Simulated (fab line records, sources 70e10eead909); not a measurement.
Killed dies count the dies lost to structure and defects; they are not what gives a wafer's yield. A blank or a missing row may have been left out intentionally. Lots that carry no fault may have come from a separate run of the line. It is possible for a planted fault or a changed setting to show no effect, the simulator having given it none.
Which tool did it? / flow nand harc / 6 lots, 18 wafers sampled, at 5 steps of a route of 1302

== WHAT EACH GAUGE READ, for each wafer ==
NHARC_END_SORT_01.
lot=L460; measured=day 25 04:53; on=prober-02; killed open=3 3 5
lot=L464; measured=day 25 19:37; on=prober-02; killed open=2 2 2
lot=L468; measured=day 28 05:53; on=prober-02; killed open=6 1 3
lot=L471; measured=day 28 15:21; on=prober-01; killed open=1 3 3
lot=L479; measured=day 33 07:31; on=prober-02; killed open=3 4 5
lot=L482; measured=day 33 19:40; on=prober-01; killed open=2 3 2

== WHICH TOOL RAN EACH LOT (tool, then ch and the chambers of the sampled wafers, then the start) ==
lot=L460; NHARC_A_CHANNEL_HOLE_D1_ETCH_25=har etch-01 ch 0,1, day 8 23:38; NHARC_A_CHANNEL_HOLE_D1_ETCH_33=har etch-01 ch 0,1, day 9 00:44; NHARC_A_CHANNEL_FILL_D1_ALD_14=ald hk-02 ch 0,2,3, day 9 09:07; NHARC_A_CHANNEL_FILL_D1_STRIP_28=rie diel-13 ch 0,1,2, day 10 02:46
lot=L464; NHARC_A_CHANNEL_HOLE_D1_ETCH_25=har etch-01 ch 0,1, day 10 06:34; NHARC_A_CHANNEL_HOLE_D1_ETCH_33=har etch-01 ch 0,1, day 10 07:38; NHARC_A_CHANNEL_FILL_D1_ALD_14=ald hk-01 ch 0,2,3, day 10 17:00; NHARC_A_CHANNEL_FILL_D1_STRIP_28=rie diel-02 ch 0,2,3, day 11 10:52
lot=L468; NHARC_A_CHANNEL_HOLE_D1_ETCH_25=har etch-02 ch 0,1, day 12 10:48; NHARC_A_CHANNEL_HOLE_D1_ETCH_33=har etch-02 ch 0,1, day 12 11:53; NHARC_A_CHANNEL_FILL_D1_ALD_14=ald hk-02 ch 0,3, day 12 20:49; NHARC_A_CHANNEL_FILL_D1_STRIP_28=rie diel-13 ch 0,1, day 13 14:46
lot=L471; NHARC_A_CHANNEL_HOLE_D1_ETCH_25=har etch-01 ch 0,1, day 13 01:01; NHARC_A_CHANNEL_HOLE_D1_ETCH_33=har etch-01 ch 0,1, day 13 01:52; NHARC_A_CHANNEL_FILL_D1_ALD_14=ald hk-02 ch 0,1, day 13 10:47; NHARC_A_CHANNEL_FILL_D1_STRIP_28=rie diel-13 ch 1,2, day 14 03:53
lot=L479; NHARC_A_CHANNEL_HOLE_D1_ETCH_25=har etch-01 ch 0,1, day 16 18:53; NHARC_A_CHANNEL_HOLE_D1_ETCH_33=har etch-01 ch 0,1, day 16 19:37; NHARC_A_CHANNEL_FILL_D1_ALD_14=ald hk-02 ch 0,2,3, day 17 04:35; NHARC_A_CHANNEL_FILL_D1_STRIP_28=rie diel-02 ch 0,1, day 17 22:41
lot=L482; NHARC_A_CHANNEL_HOLE_D1_ETCH_25=har etch-02 ch 0,1, day 17 16:26; NHARC_A_CHANNEL_HOLE_D1_ETCH_33=har etch-02 ch 0,1, day 17 17:31; NHARC_A_CHANNEL_FILL_D1_ALD_14=ald hk-01 ch 0,1,2, day 18 02:30; NHARC_A_CHANNEL_FILL_D1_STRIP_28=rie diel-02 ch 0,1,2, day 18 21:41
- NHARC_A_CHANNEL_HOLE_D1_ETCH_25: etches the open film in C4F8/O2/Ar, time 1040.2 s, target depth 1500 nm.
- NHARC_A_CHANNEL_HOLE_D1_ETCH_33: etches the open film in C4F8/O2/Ar, time 90 s, target depth 400 nm.
- NHARC_A_CHANNEL_FILL_D1_ALD_14: deposits SiO2, target thk 2.5 nm, pulse time 10 s, ald cycles 25.
- NHARC_A_CHANNEL_FILL_D1_STRIP_28: strips in O2, time 20 s.

== THE ANSWER, worked out from the rows above alone ==
Rule: the usual values come from the lots themselves. Put in order of their means at a reading, lots are off if they are a third of the lots or fewer, leave a main group of 4 or more, and stand apart from it by a gap of 3 or more times the standard deviation of the main group's means; of several such gaps the widest counts. Not used: any main group whose means are identical at the precision the tables above print for the reading. A lot without any number at a reading at which 4 lots or more have one is off too. All remaining lots with rows at the step are treated as sound.
Nothing can be told from this: no lot is off at any reading shown.

== WHAT WAS PUT IN BY THE SIMULATOR ==
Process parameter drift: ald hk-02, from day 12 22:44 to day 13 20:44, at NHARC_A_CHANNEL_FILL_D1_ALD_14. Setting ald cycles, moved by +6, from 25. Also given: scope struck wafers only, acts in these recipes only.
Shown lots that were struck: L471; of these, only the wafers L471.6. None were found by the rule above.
